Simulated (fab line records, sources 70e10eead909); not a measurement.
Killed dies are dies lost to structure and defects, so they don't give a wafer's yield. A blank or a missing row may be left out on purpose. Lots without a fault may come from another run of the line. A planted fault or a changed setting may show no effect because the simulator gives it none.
A struck lot beside a sound one | flow nand_harc | 17 steps out of a route of 1302
Sound: wafers L816.1, L816.4, L816.6. Struck: wafer L810.3. (L810.5 of the same lot was not struck and is left out.) The cause comes at the end.
At each step with rows: each side's tool, then ch and its chambers, then its first start. Under that, the readings that differ: sound wafers | struck wafers | difference of the means | sigmas: that difference in standard deviations of wafers without a fault.
alike: readings whose means differ by less than 2 such deviations, and words and numbers that are the same on both sides. not compared: withheld readings, readings that some wafer has no value for, bounds like >300 that may hide the same value, and numbers for which the record gives no deviation and whose values overlap.
The two part at a step that has a row with sigmas, a row that says differs or no value, or rows on one side only. Numbers that don't overlap but have no deviation are shown without sigmas and don't part them. A reading that every wafer of one side lacks parts them only if that side has two wafers or more.

NHARC_A_SGD_CUT_CD_MEAS_09: target cd 100 nm.
  sound on cd_sem-03 ch 0, day 25 03:43; struck on cd_sem-01 ch 0, day 21 16:43
  alike: cd_nm
NHARC_A_SGD_CUT_OVL_MEAS_10:
  sound on overlay-02, day 25 03:49; struck on overlay-01, day 21 16:49
  alike: overlay_x_nm, overlay_y_nm
NHARC_A_SGD_CUT_INSPECT_11:
  sound on defect_inspect-02, day 25 03:51; struck on defect_inspect-01, day 21 16:50
  alike: raw_defect_count
NHARC_A_SGD_CUT_DESCUM_14: chemistry O2, time 3 s.
  sound on rie_diel-02 ch 2,3, day 25 03:55; struck on rie_diel-13 ch 1, day 21 16:55
  reading                         | sound             | struck | difference | sigmas
  mfc_ar_sccm (sccm)              | 0.017 0.036 0.036 | 0      | +0         | -2
  showerhead_plenum_p_Torr (Torr) | 2.03 2.06 2.06    | 1.80   | -0.25      | -2
  alike: drypump_motor_current_A, oes_product_au, rf_vpp_V, throttle_valve_pct
  not compared: rf_hours_counter_h
NHARC_A_SGD_CUT_ETCH_58: etches the open film in CF4, target depth 39 nm, time 65 s.
  sound on rie_diel-02 ch 0,1, day 25 03:59; struck on rie_diel-13 ch 3, day 21 17:01
  reading                         | sound             | struck | difference | sigmas
  drypump_motor_current_A (A)     | 5.1 5.2 5.2       | 6.2    | +1.0       | +2
  mfc_ar_sccm (sccm)              | 0.022 0.041 0.041 | 0.006  | -0.029     | -2
  rf_vpp_V (V)                    | 151.3 153.5 152.1 | 149.0  | -3.3       | -2
  showerhead_plenum_p_Torr (Torr) | 1.85 1.84 1.84    | 1.66   | -0.18      | -2
  alike: bias_w, oes_product_au, throttle_valve_pct
  not compared: rf_hours_counter_h
NHARC_A_SGD_CUT_ETCH_59: etches the open film in N2/H2, target depth 260 nm, time 406.25 s.
  sound on rie_diel-02 ch 2,3; struck on rie_diel-13 ch 0
  reading            | sound             | struck | difference | sigmas
  mfc_ar_sccm (sccm) | 0.017 0.036 0.036 | 0      | +0         | -2
  alike: bias_w, drypump_motor_current_A, oes_product_au, rf_vpp_V, showerhead_plenum_p_Torr, throttle_valve_pct
  not compared: rf_hours_counter_h
NHARC_A_SGD_CUT_ETCH_15: etches the open film in CH3F/O2, target depth 75 nm, time 64.3 s.
  sound on rie_diel-02 ch 1,2,3; struck on rie_diel-13 ch 1
  reading                         | sound          | struck | difference | sigmas
  showerhead_plenum_p_Torr (Torr) | 2.56 2.60 2.64 | 2.31   | -0.29      | -2
  alike: bias_w, drypump_motor_current_A, mfc_ar_sccm, oes_product_au, rf_vpp_V, throttle_valve_pct
  not compared: rf_hours_counter_h
NHARC_A_SGD_CUT_ETCH_16: etches the open film in C4F8/O2/Ar, target depth 310.5 nm, time 155.2 s.
  sound on rie_diel-02 ch 0,2,3; struck on rie_diel-13 ch 0
  alike: bias_w, oes_product_au, rf_vpp_V
  not compared: rf_hours_counter_h
then, 4 steps without rows for these wafers: NHARC_A_SGD_CUT_STRIP_60 (strips in C4F8/O2/Ar); NHARC_A_SGD_CUT_STRIP_17 (strips in O2); NHARC_A_SGD_CUT_PRECLEAN_18 (cleans in SC1); NHARC_A_SGD_CUT_SRD_19.
NHARC_A_SGD_CUT_DEP_20: deposits SiO2, target thk 150 nm.
  sound on fcvd-02 ch 0, day 25 05:01; struck on fcvd-01 ch 0,1, day 21 18:32
then, 1 step without rows for these wafers: NHARC_A_SGD_CUT_ANNEAL_27 (time 1800 s).
NHARC_A_SGD_CUT_CMP_21: polishes, target thk 148.19 nm.
  sound on cmp-01 ch 0,2, day 25 09:34; struck on cmp-01 ch 1, day 22 01:01
  reading                | sound          | struck | difference | sigmas
  time_to_endpoint_s (s) | 48.5 51.9 49.9 | 24.6   | -25.5      | -9
  alike: motor_current_A
NHARC_A_SGD_CUT_THK_MEAS_22: measures by ellipsometry.
  sound on film_metro-01, day 25 09:49; struck on film_metro-01, day 22 01:15
  reading     | sound             | struck | difference | sigmas
  thk_nm (nm) | 149.4 147.5 147.8 | 75.8   | -72.4      | -48
then, 1 step without rows for these wafers: NHARC_A_SGD_CUT_SRD_23.

WHERE THEY PART
First at NHARC_A_SGD_CUT_DESCUM_14; last, within this record, at NHARC_A_SGD_CUT_THK_MEAS_22.

WHY: what the simulator had put in
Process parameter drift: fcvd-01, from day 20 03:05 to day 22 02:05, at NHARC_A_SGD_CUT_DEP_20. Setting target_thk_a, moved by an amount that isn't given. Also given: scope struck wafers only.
